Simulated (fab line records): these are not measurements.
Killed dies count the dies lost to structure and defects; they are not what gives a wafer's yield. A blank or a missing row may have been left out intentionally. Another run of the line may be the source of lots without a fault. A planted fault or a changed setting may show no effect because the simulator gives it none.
What tool caused it? -- flow n5Finfet -- 10 lots (30 wafers sampled), 1 step of a 1938-step route

== WHAT THE GAUGES READ, wafer by wafer ==
N5_BEOL_M6_INSPECT_58: inspects for defects (darkfield).
lot,measured,on,rawDefectCount
L880,day 9 08:58,defectInspect-02,64 58 77
L879,day 9 10:53,defectInspect-01,76 55 95
L882,day 10 09:55,defectInspect-01,47 65 49
L883,day 11 06:53,defectInspect-01,77 111 75
L890,day 12 21:35,defectInspect-02,60 83 67
L892,day 12 23:32,defectInspect-01,92 62 35
L893,day 13 01:32,defectInspect-02,57 55 38
L894,day 13 02:21,defectInspect-02,90 43 58
L897,day 13 20:54,defectInspect-02,68 76 91
L896,day 14 04:04,defectInspect-02,66 106 51

== TOOL THAT RAN EACH LOT (tool first, then ch and the chambers of the sampled wafers, then the start) ==
The record holds no process step before these readings.

== AS READ BY THE TOOLS THEMSELVES (means over the sampled wafers that have a number; for cases with no such wafer, the mark the record gives instead) ==
The record holds no such reading with a usual standard deviation.

== THE ANSWER, worked out from the rows above alone ==
Rule: the lots themselves supply what counts as usual. The widest of any qualifying gaps counts: lots, ordered by their means at a reading, are off when they make up no more than a third of the lots, leave a main group of 4 or more, and stand apart from it by 3 or more times the standard deviation of that group's means. A main group whose means are all the same, to the digits that the tables above print for the reading, isn't used. A lot without any number at a reading at which 4 lots or more have one is off too. Any other lot the step has rows for is counted as sound. After the gauges, taken in route order, come the tools' own readings; for these a lot's mean is taken, as printed above. At the first step where some lot is off, the reading lying furthest off is the one used; lots without a number count as furthest.
No lot is off at any reading shown: from this, nothing can be told.

== WHAT WAS PUT IN BY THE SIMULATOR ==
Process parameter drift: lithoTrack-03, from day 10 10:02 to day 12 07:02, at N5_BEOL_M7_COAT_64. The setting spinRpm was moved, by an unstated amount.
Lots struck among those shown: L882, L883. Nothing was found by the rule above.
